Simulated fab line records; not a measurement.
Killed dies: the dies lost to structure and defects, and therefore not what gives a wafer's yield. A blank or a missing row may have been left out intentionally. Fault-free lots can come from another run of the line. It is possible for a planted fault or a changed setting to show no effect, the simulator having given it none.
Struck lot and sound lot, side by side + flow n5 finfet + 38 out of 1938 route steps
Sound: the wafers L118.2, L118.4, L118.5. Struck: wafer L134.6 (L134.2, L134.4, from the same lot, were not struck and are left out); the cause is given at the end.
For every step that has rows: the tool of each side, followed by ch and its chambers, followed by its first start. Under that, the readings that differ: sound wafers + struck wafers + difference of the means + sigmas: that difference in standard deviations of wafers without a fault.
alike: readings with means less than 2 such deviations apart, plus words and numbers identical on both sides. not compared: withheld readings, readings lacking a value on some wafer, bounds such as >300 that could conceal the same value, and numbers that have no deviation in the record and whose values overlap.
Wherever a step has rows on one side only, a row that says differs or no value, or a row with sigmas, the two part there. Numbers that don't overlap but have no deviation are shown without sigmas and don't part them. Lack of a reading on every wafer of one side parts them only where that side has two or more wafers.

first, 9 steps without rows for these wafers: N5_BEOL_M4_ANNEAL_95 (time 240 s); N5_BEOL_M4_SPUTTER_96 (material Cu, target thk 4.5 nm, time 8.29 s); N5_BEOL_M4_ECD_50 (material Cu, target thk 300 nm); N5_BEOL_M4_ANNEAL_51 (time 90 s); N5_BEOL_M4_CMP_52 (polishes, stops on SiOC, t overpolish 6.8 s, target thk 40 nm); N5_BEOL_M4_PRE_CLEAN_60 (time 15 s); N5_BEOL_M4_CO_CAP_55 (material Co, precursor CCTBA/H2, target thk 2 nm, time 102.1 s); N5_BEOL_M4_PRE_CLEAN_56 (time 15 s); N5_BEOL_M4_DEP_57 (deposits SiCN from 3MS/NH3, target thk 8 nm, time 14 s).
N5_BEOL_M4_RC_MEAS_101:
  sound on prober-02 ch 0, day 8 02:25; struck on prober-02 ch 0, day 12 01:48
  alike: DIBL_N, DIBL_P, IOFF_N, IOFF_P, ION_N, ION_P, SS_N, SS_P, VT_N, VT_P
then, 24 steps without rows for these wafers: N5_BEOL_M5_ILD_DEP_00 (deposits SiCOH lowk from DEMS/porogen, target thk 140.64 nm, time 25.9 s); N5_BEOL_M5_CURE_79 (cures SiCOH lowk, time 240 s); N5_BEOL_M5_PECVD_70 (deposits SiO2 from TEOS/O2, target thk 16 nm, time 18 s); N5_BEOL_M5_HM_DEP_02 (deposits TiN, target thk 20 nm); N5_BEOL_M5_COAT_59 (time 60 s, resist thk 60 nm); N5_BEOL_M5_COAT_60 (time 60 s, resist thk 12 nm); N5_BEOL_M5_COAT_71 (time 60 s, resist thk 5 nm); N5_BEOL_M5_COAT_05 (resist thk 30 nm); N5_BEOL_M5_EBR_07; N5_BEOL_M5_SOFTBAKE_06 (time 60 s); N5_BEOL_M5_EXPOSE_08 (exposes mask M5, target cd 28 nm); N5_BEOL_M5_PEB_09 (peb time 60 s); N5_BEOL_M5_DEVELOP_10 (develop time 30 s); N5_BEOL_M5_DESCUM_16 (chemistry O2, time 7 s); N5_BEOL_M5_ETCH_72 (etches underlayer in N2/H2, target depth 6.5 nm, time 5.2 s); N5_BEOL_M5_ETCH_61 (etches SiARC in CF4, target depth 15.6 nm, time 26 s); N5_BEOL_M5_ETCH_62 (etches SOC in N2/H2, target depth 75 nm, overetch 15 nm, time 112.5 s); N5_BEOL_M5_STRIP_63 (strips in N2/H2); N5_BEOL_M5_STRIP_73 (strips in N2/H2); N5_BEOL_M5_STRIP_64 (strips in CF4); N5_BEOL_M5_HM_OPEN_17 (chemistry Cl2/BCl3, target TiN, target depth 20 nm, overetch 6 nm); N5_BEOL_M5_STRIP_19 (strips in O2); N5_BEOL_M5_COAT_65 (time 60 s, resist thk 60 nm); N5_BEOL_M5_COAT_66 (time 60 s, resist thk 12 nm).
N5_BEOL_M8_ILD_DEP_00: deposits SiCOH lowk from DEMS/porogen, target thk 179.75 nm, time 33.4 s.
  sound on pecvd-01 ch 1,2, day 9 09:18; struck on pecvd-01 ch 2, day 13 03:07
| reading                                            | sound             | struck | difference | sigmas |
|----------------------------------------------------|-------------------|--------|------------|--------|
| model.SiCOH_lowk_of_BEOL_M8_ILD_DEP_00.thk nm (nm) | 177.4 181.2 180.2 | 305.8  | +126.2     |        |
  alike: heater power w, showerhead plenum p Torr, throttle valve pct
N5_BEOL_M8_THK_MEAS_01:
  sound on film metro-02 at day 9 10:22; struck on film metro-02 at day 13 03:41
| reading         | sound             | struck | difference | sigmas |
|-----------------|-------------------|--------|------------|--------|
| M8_ILD_THK (nm) | 152.9 156.2 155.5 | 265.9  | +111.0     | +58    |
N5_BEOL_M8_CMP_52: polishes, stops on SiCOH lowk, t overpolish 6.9 s, target thk 80 nm.
  sound on cmp-04 ch 0,1,2, day 9 20:40; struck on cmp-03 ch 3, day 13 12:08
| reading                                            | sound           | struck | difference | sigmas |
|----------------------------------------------------|-----------------|--------|------------|--------|
| motor current A (A)                                | 5.3 5.9 5.2     | 7.0    | +1.5       | +3     |
| model.SiCOH_lowk_of_BEOL_M8_ILD_DEP_00.thk nm (nm) | 150 153.2 152.4 | 262.6  | +110.7     |        |
  alike: head pressure psi
-- here the record skips 3 days between the struck wafers' starts before and after, leaving off in module BEOL_M8 and picking up in module PASSIVATION (first step shown: number 1936 of the route) --
N5_PASSIVATION_PROBE_49:
  sound on prober-02 at day 12 13:46; struck on prober-01 at day 16 08:11
| reading                  | sound          | struck | difference | sigmas      |
|--------------------------|----------------|--------|------------|-------------|
| defect limited yield (%) | 92.9 90.0 90.7 | 0      | -91        | -65         |
| killed_at_M4_up          | 14 14 15       | 1073   | +1059      | +99 or more |
| killed dies              | 84 118 110     | 1180   | +1076      | +63         |
| killed on rim            | 12 18 16       | 152    | +137       | +34         |
| killed short             | 30 35 42       | 55     | +19        | +3          |
| sort_bin_5_function (%)  | 4.7 5.8 5.7    | 95.6   | +90.2      | +99 or more |
| sort n pass              | 1096 1062 1070 | 0      | -1076      | -63         |
| sort yield pct (%)       | 92.9 90.0 90.7 | 0      | -91        | -65         |
  alike: killed_at_M0_to_M3, killed at contacts, killed at front end, killed at other, killed open, sort_bin_4_leakage, sort_bin_6_memory

## WHERE THEY PART
At N5_BEOL_M8_THK_MEAS_01 first; at N5_PASSIVATION_PROBE_49 last (within this record only).

WHY: the cause the simulator had injected
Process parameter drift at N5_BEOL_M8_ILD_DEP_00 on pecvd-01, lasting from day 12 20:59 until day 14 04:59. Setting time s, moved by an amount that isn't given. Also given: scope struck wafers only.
